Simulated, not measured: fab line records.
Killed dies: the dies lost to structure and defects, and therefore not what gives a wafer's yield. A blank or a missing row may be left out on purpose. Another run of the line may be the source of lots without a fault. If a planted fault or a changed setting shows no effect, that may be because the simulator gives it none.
fab line records	flow nand_harc
[record] lots = 24	wafers = 72	last_day = 33
route steps=1302 shown A_CONTACT@1047
lots untouched by any fault: they come from a run of this same line in which no faults occurred
start_h: hours from the record's first day to the start of the lot's first wafer shown	wait_h: hours elapsed since this lot's preceding step	" the same as in the row above	L1.1+2: a row that stands for several wafers	- no value present, or no start provided	* or withheld: withheld	< > ~ a bound
route shown NAME@n: names a module that has steps shown in the file, with the first one's number in the route	usual: mean/standard deviation of fault-free wafers	same: alike in all rows	chamber/n: place in a boat	sites: the reading at each site	_std_site: the values' standard deviation	_edge_site: inner sites' mean taken away from outer sites' mean	radius_mm: for every site, how far away it sits from the centre of the wafer	mask NAME#n: copy n	behind: the tool/chamber that last shaped the wafer	hold: the reason the lot was held/the length of the hold in hours/how it ended	device: transistor that didn't switch, given as n, p or np	end of line: the same wafers' tests at the end of the route	a step with no rows: only its recipe	killed: dies that structure and defects cost at the first sort, which is not the same as the wafer's yield	map: a wafer's dies, marking killed ones x, the rest . and places with no die _
set.NAME: the setting that was run; set.NAME@STEP: the one run at that earlier step	model.NAME: the simulator's own value behind a step, which no gauge read
route steps across a sampled set of lots; one table per step, one row per wafer
services: from which hour (start_h, from the record's first day; less than 0 if before it) a tool's chamber was out of use, for how many hours, and why
[[steps]]
[step NHARC_A_CONTACT_ETCH_124]
[recipe] source_w = withheld	pressure_mtorr = 20	bias_v = withheld	time_s = 140	target_depth_a = 7000	ar_flow_sccm = withheld	c4f8_flow_sccm = withheld	o2_flow_sccm = withheld	chemistry = C4F8/O2/Ar
[same] time_s = 140
lot.wafer	tool	chamber	start_h	wait_h	rf_hours_counter_h
L076.4	har_cap_etch-03	0	508.64	-	-
L076.3	"	1	"	"	-
L076.6	"	0	"	"	-
L075.1	har_cap_etch-02	0	511.52	-	85
L075.4	"	1	"	"	-
L075.5	"	0	"	"	-
L074.1	har_cap_etch-03	0	514.67	-	43
L074.6	"	1	"	"	-
L074.5	"	0	"	"	-
L079.3	har_cap_etch-01	1	563.70	-	-
L079.4	"	0	"	"	-
L079.5	"	1	"	"	-
L078.1	har_cap_etch-02	1	566.62	-	93
L078.3	"	1	"	"	-
L078.6	"	0	"	"	-
L081.1	har_cap_etch-01	0	569.40	-	7
L081.4	"	1	"	"	-
L081.6	"	1	"	"	-
L077.4	har_cap_etch-02	1	576.11	-	-
L077.5	"	0	"	"	-
L077.6	"	1	"	"	-
L080.3	har_cap_etch-03	1	577.34	-	-
L080.4	"	0	"	"	-
L080.5	"	0	"	"	-
L082.1	har_cap_etch-01	1	586.64	-	12
L082.3	"	1	"	"	-
L082.5	"	1	"	"	-
L083.2	har_cap_etch-01	1	601.88	-	14
L083.1	"	0	"	"	14
L083.6	"	1	"	"	-
L084.1	har_cap_etch-03	1	618.81	-	60
L084.6	"	1	"	"	-
L084.5	"	0	"	"	-
L085.3	har_cap_etch-03	0	630.40	-	-
L085.5	"	1	"	"	-
L085.6	"	0	"	"	-
L088.1	har_cap_etch-01	0	647.38	-	22
L088.3	"	1	"	"	-
L088.6	"	1	"	"	-
L087.1	har_cap_etch-02	0	648.58	-	108
L087.6	"	1	"	"	-
L087.5	"	0	"	"	-
L089.2	har_cap_etch-03	1	652.00	-	68
L089.3	"	1	"	"	-
L089.5	"	0	"	"	-
L086.2	har_cap_etch-01	1	654.25	-	23
L086.4	"	1	"	"	-
L086.6	"	1	"	"	-
L090.2	har_cap_etch-01	0	660.05	-	25
L090.4	"	0	"	"	-
L090.3	"	1	"	"	-
L092.1	har_cap_etch-02	0	670.21	-	113
L092.2	"	1	"	"	113
L092.5	"	0	"	"	-
L091.2	har_cap_etch-02	0	686.16	-	116
L091.6	"	0	"	"	-
L091.5	"	1	"	"	-
L094.3	har_cap_etch-01	1	692.24	-	-
L094.4	"	0	"	"	-
L094.6	"	1	"	"	-
L093.2	har_cap_etch-02	0	695.88	-	118
L093.4	"	1	"	"	-
L093.5	"	0	"	"	-
L095.3	har_cap_etch-02	0	726.76	-	-
L095.6	"	0	"	"	-
L095.5	"	1	"	"	-
L096.2	har_cap_etch-01	1	727.96	-	36
L096.1	"	0	"	"	36
L096.5	"	1	"	"	-
L097.4	har_cap_etch-01	0	736.44	-	-
L097.3	"	1	"	"	-
L097.5	"	0	"	"	-
[step NHARC_A_CONTACT_ETCH_128]
[recipe] source_w = withheld	pressure_mtorr = 20	bias_v = 3000	time_s = 197	target_depth_a = 19180	ar_flow_sccm = withheld	c4f8_flow_sccm = withheld	o2_flow_sccm = withheld	chemistry = C4F8/O2/Ar
[same] time_s = 197
lot.wafer	tool	chamber	start_h	wait_h	rf_hours_counter_h
L076.4	har_cap_etch-03	0	509.36	0.1	-
L076.3	"	1	"	"	-
L076.6	"	0	"	"	-
L075.1	har_cap_etch-02	0	512.26	0.1	86
L075.4	"	1	"	"	-
L075.5	"	0	"	"	-
L074.1	har_cap_etch-03	0	515.40	0.1	44
L074.6	"	1	"	"	-
L074.5	"	0	"	"	-
L079.3	har_cap_etch-01	1	564.42	0.1	-
L079.4	"	0	"	"	-
L079.5	"	1	"	"	-
L078.1	har_cap_etch-02	1	567.35	0.1	94
L078.3	"	1	"	"	-
L078.6	"	0	"	"	-
L081.1	har_cap_etch-01	0	570.12	0.1	7
L081.4	"	1	"	"	-
L081.6	"	1	"	"	-
L077.4	har_cap_etch-02	1	576.83	0.1	-
L077.5	"	0	"	"	-
L077.6	"	1	"	"	-
L080.3	har_cap_etch-03	1	578.06	0.1	-
L080.4	"	0	"	"	-
L080.5	"	0	"	"	-
L082.1	har_cap_etch-01	1	587.36	0.1	13
L082.3	"	1	"	"	-
L082.5	"	1	"	"	-
L083.2	har_cap_etch-01	1	602.61	0.1	15
L083.1	"	0	"	"	15
L083.6	"	1	"	"	-
L084.1	har_cap_etch-03	1	619.54	0.1	61
L084.6	"	1	"	"	-
L084.5	"	0	"	"	-
L085.3	har_cap_etch-03	0	631.11	0.1	-
L085.5	"	1	"	"	-
L085.6	"	0	"	"	-
L088.1	har_cap_etch-01	0	648.11	0.1	22
L088.3	"	1	"	"	-
L088.6	"	1	"	"	-
L087.1	har_cap_etch-02	0	649.30	0.1	109
L087.6	"	1	"	"	-
L087.5	"	0	"	"	-
L089.2	har_cap_etch-03	1	652.97	0.2	69
L089.3	"	1	"	"	-
L089.5	"	0	"	"	-
L086.2	har_cap_etch-01	1	654.98	0.1	24
L086.4	"	1	"	"	-
L086.6	"	1	"	"	-
L090.2	har_cap_etch-01	0	660.78	0.1	26
L090.4	"	0	"	"	-
L090.3	"	1	"	"	-
L092.1	har_cap_etch-02	0	670.93	0.1	114
L092.2	"	1	"	"	114
L092.5	"	0	"	"	-
L091.2	har_cap_etch-02	0	686.88	0.1	117
L091.6	"	0	"	"	-
L091.5	"	1	"	"	-
L094.3	har_cap_etch-01	1	692.97	0.1	-
L094.4	"	0	"	"	-
L094.6	"	1	"	"	-
L093.2	har_cap_etch-02	0	696.77	0.1	119
L093.4	"	1	"	"	-
L093.5	"	0	"	"	-
L095.3	har_cap_etch-02	0	727.47	0.1	-
L095.6	"	0	"	"	-
L095.5	"	1	"	"	-
L096.2	har_cap_etch-01	1	728.69	0.1	37
L096.1	"	0	"	"	37
L096.5	"	1	"	"	-
L097.4	har_cap_etch-01	0	737.17	0.1	-
L097.3	"	1	"	"	-
L097.5	"	0	"	"	-
[step NHARC_A_CONTACT_ETCH_97]
[recipe] target_depth_a = 200	over_etch_frac = 0.5	time_s = 10	ion_energy_ev = 250	c4f6_flow_sccm = 25	o2_flow_sccm = 20	ar_flow_sccm = 500	rf_w = 600	bias_w = 500	chemistry = C4F6/O2
[usual] drypump_motor_current_A = 5.7/0.43	oes_product_au = 0.948/0.022	rf_vpp_V = 545.4/2.7	showerhead_plenum_p_Torr = 3.85/0.12	throttle_valve_pct = 26.904/0.009
[same] time_s = 10
lot.wafer	tool	chamber	start_h	wait_h	drypump_motor_current_A	oes_product_au	rf_hours_counter_h	rf_vpp_V	showerhead_plenum_p_Torr	throttle_valve_pct
L076.4	rie_diel-01	3	-	-	6.3	0.957	38	543.4	3.69	26.909
L076.3	"	0	"	"	5.9	0.949	43	548.0	3.95	26.900
L076.6	"	2	"	"	5.9	0.954	-	544.7	3.84	26.902
L075.4	rie_diel-13	3	-	-	5.1	0.933	56	543.2	3.71	26.904
L075.1	"	1	"	"	5.6	0.948	49	548.6	4.03	26.918
L075.5	"	3	"	"	5.1	0.930	-	542.3	3.71	26.906
L074.1	rie_diel-13	2	517.20	0.1	6.1	0.966	52	551.2	4.12	26.908
L074.6	"	0	"	"	5.9	0.946	-	548.9	4.00	26.886
L074.5	"	2	"	"	6.0	0.956	-	551.6	4.12	26.909
L079.4	rie_diel-13	1	-	-	5.6	0.949	12	546.6	4.03	26.893
L079.3	"	3	"	"	5.1	0.928	10	542.0	3.70	26.904
L079.5	"	1	"	"	5.6	0.952	-	548.1	4.03	26.906
L078.1	rie_diel-06	3	569.19	0.1	5.9	0.934	11	546.0	3.87	26.896
L078.3	"	1	"	"	4.8	0.928	12	545.1	3.83	26.901
L078.6	"	3	"	"	5.9	0.947	-	545.5	3.87	26.893
L081.1	rie_diel-06	0	571.96	0.2	6.1	0.940	12	542.2	3.75	26.895
L081.4	"	1	"	"	4.9	0.929	-	544.9	3.83	26.896
L081.6	"	0	"	"	6.1	0.946	-	543.0	3.75	26.902
L077.4	rie_diel-06	3	578.58	0.1	5.9	0.944	-	546.3	3.87	26.896
L077.5	"	0	"	"	6.2	0.936	-	542.9	3.75	26.888
L077.6	"	1	"	"	4.9	0.937	-	544.3	3.82	26.897
L080.3	rie_diel-06	0	579.83	0.1	6.2	0.928	14	544.2	3.75	26.890
L080.5	"	0	"	"	6.1	0.939	-	543.6	3.75	26.897
L080.4	"	1	"	"	4.9	0.933	-	545.4	3.82	26.891
L082.3	rie_diel-06	3	-	-	5.9	0.928	16	547.2	3.87	26.898
L082.1	"	0	"	"	6.1	0.936	16	543.6	3.75	26.882
L082.5	"	0	"	"	6.1	0.931	-	544.4	3.75	26.910
L083.1	rie_diel-06	1	-	-	4.9	0.929	18	544.9	3.82	26.895
L083.2	"	2	"	"	5.9	0.939	12	543.4	3.77	26.902
L083.6	"	2	"	"	5.8	0.929	-	543.8	3.77	26.912
L084.1	rie_diel-06	3	-	-	5.9	0.936	21	544.9	3.87	26.919
L084.5	"	3	"	"	5.9	0.936	-	545.4	3.87	26.917
L084.6	"	0	"	"	6.2	0.928	-	544.2	3.74	26.908
L085.3	rie_diel-01	3	632.85	0.1	6.3	0.953	23	540.4	3.67	26.906
L085.6	"	2	"	"	5.9	0.954	-	544.5	3.82	26.907
L085.5	"	3	"	"	6.3	0.951	-	540.9	3.67	26.904
L088.3	rie_diel-06	1	-	-	4.9	0.945	27	546.1	3.82	26.894
L088.1	"	3	"	"	5.9	0.944	28	544.1	3.86	26.908
L088.6	"	1	"	"	4.9	0.939	-	545.5	3.82	26.893
L087.1	rie_diel-06	1	-	-	4.9	0.946	28	544.7	3.82	26.913
L087.5	"	2	"	"	5.8	0.943	-	543.2	3.77	26.902
L087.6	"	3	"	"	5.9	0.951	-	544.2	3.86	26.901
L089.3	rie_diel-13	2	-	-	6.1	1.020	44	549.6	4.10	26.908
L089.2	"	1	"	"	5.6	0.980	45	548.6	4.01	26.902
L089.5	"	2	"	"	6.1	1.001	-	551.4	4.10	26.918
L086.2	rie_diel-13	0	-	-	6.0	0.946	43	547.0	3.98	26.903
L086.4	"	2	"	"	6.1	0.932	44	550.2	4.10	26.895
L086.6	"	1	"	"	5.6	0.909	-	550.1	4.01	26.904
L090.4	rie_diel-13	3	-	-	5.1	0.937	43	542.1	3.68	26.901
L090.3	"	1	"	"	5.6	0.943	46	549.3	4.01	26.892
L090.2	"	2	"	"	6.1	0.960	46	551.2	4.10	26.893
L092.1	rie_diel-06	0	672.78	0.1	6.1	0.996	0	544.4	3.74	26.923
L092.2	"	2	"	"	5.9	0.999	0	543.2	3.77	26.923
L092.5	"	2	"	"	5.8	1.006	-	543.1	3.77	26.904
L091.2	rie_diel-01	1	-	-	5.7	1.021	39	549.3	3.99	26.894
L091.6	"	0	"	"	5.9	0.984	-	547.3	3.92	26.895
L091.5	"	1	"	"	5.7	1.015	-	548.6	3.99	26.900
L094.4	rie_diel-13	0	-	-	5.9	0.929	51	548.2	3.97	26.898
L094.3	"	1	"	"	5.6	0.943	53	548.5	4.00	26.896
L094.6	"	1	"	"	5.6	0.950	-	548.6	4.00	26.901
L093.2	rie_diel-06	3	-	-	5.9	0.941	5	545.8	3.86	26.892
L093.4	"	1	"	"	4.8	0.926	3	543.5	3.81	26.911
L093.5	"	2	"	"	5.9	0.944	-	544.4	3.76	26.910
L095.3	rie_diel-06	2	-	-	5.8	0.926	9	543.1	3.76	26.896
L095.5	"	2	"	"	5.8	0.937	-	543.1	3.76	26.894
L095.6	"	3	"	"	5.9	0.931	-	545.3	3.86	26.908
L096.1	rie_diel-01	0	-	-	5.9	0.929	57	545.8	3.91	26.927
L096.2	"	1	"	"	5.7	0.978	58	549.5	3.98	26.912
L096.5	"	3	"	"	6.4	0.951	-	540.8	3.65	26.894
L097.4	rie_diel-06	3	-	-	5.9	0.919	10	545.5	3.85	26.902
L097.3	"	0	"	"	6.1	0.936	10	542.3	3.73	26.901
L097.5	"	3	"	"	5.9	0.922	-	545.8	3.85	26.906
[step NHARC_A_CONTACT_DEP_85]
[recipe] target_thk_a = 600	target_thk_nm = 60	temp_c = 400	pressure_torr = 3.5	flow_sccm = 200	rf_w = 350	material = SiON
[usual] heater_power_w = 790/68
lot.wafer	tool	chamber	start_h	wait_h	heater_power_w
L076.3	pecvd-02	1	515.51	0.9	775
L076.4	"	1	"	"	782
L076.6	"	2	"	"	841
L075.1	pecvd-01	0	517.85	1.5	670
L075.5	"	2	"	"	783
L075.4	"	0	"	"	662
L074.1	pecvd-02	2	521.79	1.4	819
L074.6	"	2	"	"	773
L074.5	"	0	"	"	785
L079.3	pecvd-04	1	572.62	0.9	900
L079.5	"	1	"	"	924
L079.4	"	2	"	"	850
L078.1	pecvd-02	0	574.64	1.5	765
L078.3	"	1	"	"	665
L078.6	"	2	"	"	835
L081.1	pecvd-02	0	579.60	1.5	833
L081.4	"	2	"	"	785
L081.6	"	1	"	"	776
L077.6	pecvd-04	0	581.53	0.1	835
L077.5	"	1	"	"	909
L077.4	"	2	"	"	876
L080.3	pecvd-02	1	582.78	0.9	720
L080.4	"	0	"	"	791
L080.5	"	1	"	"	734
L082.3	pecvd-01	2	592.81	0.9	784
L082.1	"	0	"	"	682
L082.5	"	1	"	"	704
L083.2	pecvd-02	1	607.20	1.2	653
L083.1	"	0	"	"	807
L083.6	"	1	"	"	655
L084.1	pecvd-02	0	624.79	1.5	704
L084.5	"	2	"	"	805
L084.6	"	1	"	"	731
L085.3	pecvd-02	0	638.80	0.9	740
L085.5	"	1	"	"	733
L085.6	"	0	"	"	740
L088.3	pecvd-04	0	652.67	0.9	857
L088.1	"	1	"	"	964
L088.6	"	0	"	"	855
L087.1	pecvd-01	1	656.24	1.5	847
L087.5	"	2	"	"	782
L087.6	"	1	"	"	857
L089.2	pecvd-02	2	658.51	1.2	775
L089.3	"	1	"	"	747
L089.5	"	1	"	"	734
L086.2	pecvd-04	1	661.32	1.2	858
L086.6	"	2	"	"	854
L086.4	"	0	"	"	836
L090.2	pecvd-02	1	665.49	1.2	740
L090.3	"	2	"	"	832
L090.4	"	2	"	"	869
L092.2	pecvd-01	2	680.20	1.2	749
L092.1	"	0	"	"	691
L092.5	"	1	"	"	786
L091.2	pecvd-02	2	691.62	1.2	851
L091.5	"	2	"	"	844
L091.6	"	0	"	"	707
L094.4	pecvd-02	2	697.66	0.7	797
L094.3	"	0	"	"	805
L094.6	"	0	"	"	801
L093.2	pecvd-04	1	701.32	1.2	821
L093.5	"	1	"	"	798
L093.4	"	2	"	"	895
L095.3	pecvd-02	2	732.08	1.0	813
L095.5	"	1	"	"	636
L095.6	"	2	"	"	815
L096.1	pecvd-02	1	733.75	1.5	727
L096.2	"	0	"	"	760
L096.5	"	0	"	"	764
L097.3	pecvd-04	2	741.69	0.9	858
L097.5	"	0	"	"	776
L097.4	"	1	"	"	807
[step NHARC_A_CONTACT_CD_MEAS_15]
[usual] cd_nm = 189.9/0.65
lot.wafer	tool	chamber	start_h	wait_h	cd_nm
L076.3	cd_sem-03	-	519.89	0.1	190.0
L076.4	"	-	"	"	190.7
L076.6	"	-	"	"	190.8
L075.1	cd_sem-02	-	521.82	-	189.9
L075.4	"	-	"	"	190.2
L075.5	"	-	"	"	190.5
L074.1	cd_sem-02	-	525.97	-	190.4
L074.5	"	-	"	"	190.3
L074.6	"	-	"	"	191.0
L079.3	cd_sem-02	-	577.22	-	189.8
L079.4	"	-	"	"	189.8
L079.5	"	-	"	"	189.3
L078.1	cd_sem-01	-	580.14	-	189.7
L078.3	"	-	"	"	190.6
L078.6	"	-	"	"	190.1
L081.1	cd_sem-02	-	584.14	-	190.4
L081.4	"	-	"	"	189.7
L081.6	"	-	"	"	190.2
L077.4	cd_sem-02	-	585.79	-	190.9
L077.5	"	-	"	"	191.2
L077.6	"	-	"	"	191.1
L080.3	cd_sem-02	-	586.98	-	189.8
L080.4	"	-	"	"	189.3
L080.5	"	-	"	"	189.3
L082.1	cd_sem-01	-	596.91	-	189.9
L082.3	"	-	"	"	190.3
L082.5	"	-	"	"	190.4
L083.1	cd_sem-02	-	611.29	-	190.8
L083.2	"	-	"	"	191.2
L083.6	"	-	"	"	190.4
L084.1	cd_sem-03	-	628.88	-	189.0
L084.5	"	-	"	"	190.0
L084.6	"	-	"	"	189.7
L085.3	cd_sem-01	-	643.21	-	189.8
L085.5	"	-	"	"	189.9
L085.6	"	-	"	"	189.8
L088.1	cd_sem-03	-	656.78	-	190.6
L088.3	"	-	"	"	190.4
L088.6	"	-	"	"	190.6
L087.1	cd_sem-01	-	660.78	-	190.2
L087.5	"	-	"	"	190.6
L087.6	"	-	"	"	190.2
L089.2	cd_sem-01	-	662.64	-	189.5
L089.3	"	-	"	"	190.3
L089.5	"	-	"	"	189.5
L086.2	cd_sem-02	-	665.60	-	189.2
L086.4	"	-	"	"	189.9
L086.6	"	-	"	"	190.1
L090.2	cd_sem-03	-	669.64	-	189.6
L090.3	"	-	"	"	189.8
L090.4	"	-	"	"	189.8
L092.1	cd_sem-01	-	684.36	-	189.5
L092.2	"	-	"	"	189.2
L092.5	"	-	"	"	189.2
L091.2	cd_sem-03	-	695.79	-	190.1
L091.5	"	-	"	"	190.3
L091.6	"	-	"	"	190.1
L094.3	cd_sem-02	-	701.78	-	190.7
L094.4	"	-	"	"	190.0
L094.6	"	-	"	"	190.9
L093.2	cd_sem-03	-	705.62	-	191.0
L093.4	"	-	"	"	189.6
L093.5	"	-	"	"	190.0
L095.3	cd_sem-01	-	736.13	-	190.0
L095.5	"	-	"	"	188.3
L095.6	"	-	"	"	188.7
L096.1	cd_sem-02	-	737.85	-	190.1
L096.2	"	-	"	"	191.1
L096.5	"	-	"	"	189.6
L097.3	cd_sem-01	-	745.67	-	189.6
L097.4	"	-	"	"	189.8
L097.5	"	-	"	"	189.4
[step NHARC_A_CONTACT_ALD_18]
[recipe] target_thk_a = 30	pulse_time_s = 1	ald_cycles = 150	temp_c = 450	material = TiN
[usual] heater_power_w = 1069/110	precursor_pulse_height_rel = 0.998/0.019
lot.wafer	tool	chamber	start_h	wait_h	heater_power_w	precursor_pulse_height_rel
L076.3	ald_metal-02	3	521.03	-	962	0.980
L076.4	"	1	"	"	942	1.030
L076.6	"	2	"	"	1113	0.975
L075.1	ald_metal-04	2	522.81	-	971	1.000
L075.5	"	3	"	"	1033	0.979
L075.4	"	2	"	"	953	1.004
L074.1	ald_metal-02	1	526.93	-	963	0.996
L074.5	"	0	"	"	1028	0.988
L074.6	"	1	"	"	960	0.961
L079.3	ald_metal-04	0	578.24	-	1345	1.021
L079.4	"	2	"	"	986	1.003
L079.5	"	1	"	"	992	1.003
L078.1	ald_metal-02	1	581.18	-	963	1.009
L078.3	"	3	"	"	985	1.013
L078.6	"	2	"	"	1104	0.993
L081.1	ald_metal-02	1	585.19	-	947	1.008
L081.4	"	2	"	"	1105	0.964
L081.6	"	0	"	"	1055	0.983
L077.4	ald_metal-03	3	586.72	-	1105	1.014
L077.5	"	3	"	"	1123	0.997
L077.6	"	0	"	"	1216	0.962
L080.3	ald_metal-04	1	587.94	-	1014	1.050
L080.5	"	0	"	"	1272	1.031
L080.4	"	1	"	"	1035	1.004
L082.1	ald_metal-02	0	597.87	-	1024	0.994
L082.3	"	2	"	"	1115	0.992
L082.5	"	3	"	"	984	0.994
L083.2	ald_metal-04	3	612.25	-	1027	0.986
L083.1	"	0	"	"	1306	1.021
L083.6	"	3	"	"	1048	1.039
L084.1	ald_metal-04	1	629.84	-	1010	0.998
L084.5	"	0	"	"	1296	0.992
L084.6	"	1	"	"	1028	0.991
L085.3	ald_metal-02	1	644.14	-	987	1.013
L085.6	"	1	"	"	1011	1.013
L085.5	"	2	"	"	1173	0.981
L088.3	ald_metal-02	0	658.01	-	1048	1.019
L088.1	"	1	"	"	975	1.019
L088.6	"	0	"	"	1040	1.020
L087.1	ald_metal-03	2	661.75	-	991	1.005
L087.5	"	1	"	"	1099	0.990
L087.6	"	2	"	"	1009	0.992
L089.2	ald_metal-04	2	664.06	-	956	0.975
L089.3	"	0	"	"	1302	1.000
L089.5	"	2	"	"	948	1.022
L086.2	ald_metal-03	3	666.67	-	1139	1.013
L086.4	"	0	"	"	1211	0.974
L086.6	"	1	"	"	1133	0.988
L090.4	ald_metal-03	1	670.58	-	1129	0.984
L090.3	"	3	"	"	1136	1.022
L090.2	"	0	"	"	1219	1.006
L092.1	ald_metal-04	0	685.57	-	1299	1.001
L092.2	"	1	"	"	990	1.002
L092.5	"	0	"	"	1281	1.017
L091.2	ald_metal-02	1	696.78	-	993	1.024
L091.6	"	2	"	"	1183	1.004
L091.5	"	3	"	"	998	1.006
L094.3	ald_metal-03	0	702.73	-	1235	0.999
L094.4	"	2	"	"	996	1.014
L094.6	"	0	"	"	1241	1.011
L093.4	ald_metal-04	0	706.61	-	1328	1.017
L093.2	"	2	"	"	958	0.990
L093.5	"	0	"	"	1315	0.988
L095.3	ald_metal-03	2	737.07	-	1003	1.015
L095.5	"	2	"	"	1030	1.011
L095.6	"	3	"	"	1096	0.978
L096.2	ald_metal-02	0	738.79	-	1061	0.965
L096.1	"	2	"	"	1163	1.035
L096.5	"	0	"	"	1033	0.998
L097.3	ald_metal-04	1	746.63	-	988	0.966
L097.4	"	2	"	"	944	1.005
L097.5	"	1	"	"	971	1.020
[[services]]
tool	chamber	start_h	hours	kind
rie_diel-13	1	485.28	3.4	repair
ald_metal-03	2	487.67	12.9	repair
har_cap_etch-01	-	499.38	17.0	pm
ald_metal-04	0	512.25	11.4	repair
rie_diel-13	3	517.00	2.9	repair
rie_diel-13	2	518.14	4.1	repair
rie_diel-13	-	520.08	9.0	pm
har_cap_etch-01	-	530.88	0.3	repair
ald_metal-03	-	568.00	10.0	pm
ald_metal-04	3	578.45	22.4	repair
rie_diel-13	-	586.75	0.2	repair
pecvd-02	-	589.15	13.0	pm
ald_metal-02	-	610.00	10.0	pm
pecvd-04	1	626.18	16.6	repair
har_cap_etch-03	-	632.38	0.8	repair
har_cap_etch-01	-	638.77	0.6	repair
har_cap_etch-03	-	642.38	2.3	repair
ald_metal-04	-	652.00	10.0	pm
rie_diel-06	-	660.48	0.3	repair
rie_diel-06	-	661.31	9.0	pm
rie_diel-06	1	670.89	15.1	repair
pecvd-02	1	684.03	18.9	repair
rie_diel-13	-	697.16	9.0	pm
pecvd-02	-	716.23	2.9	repair
[[key]]
fault none
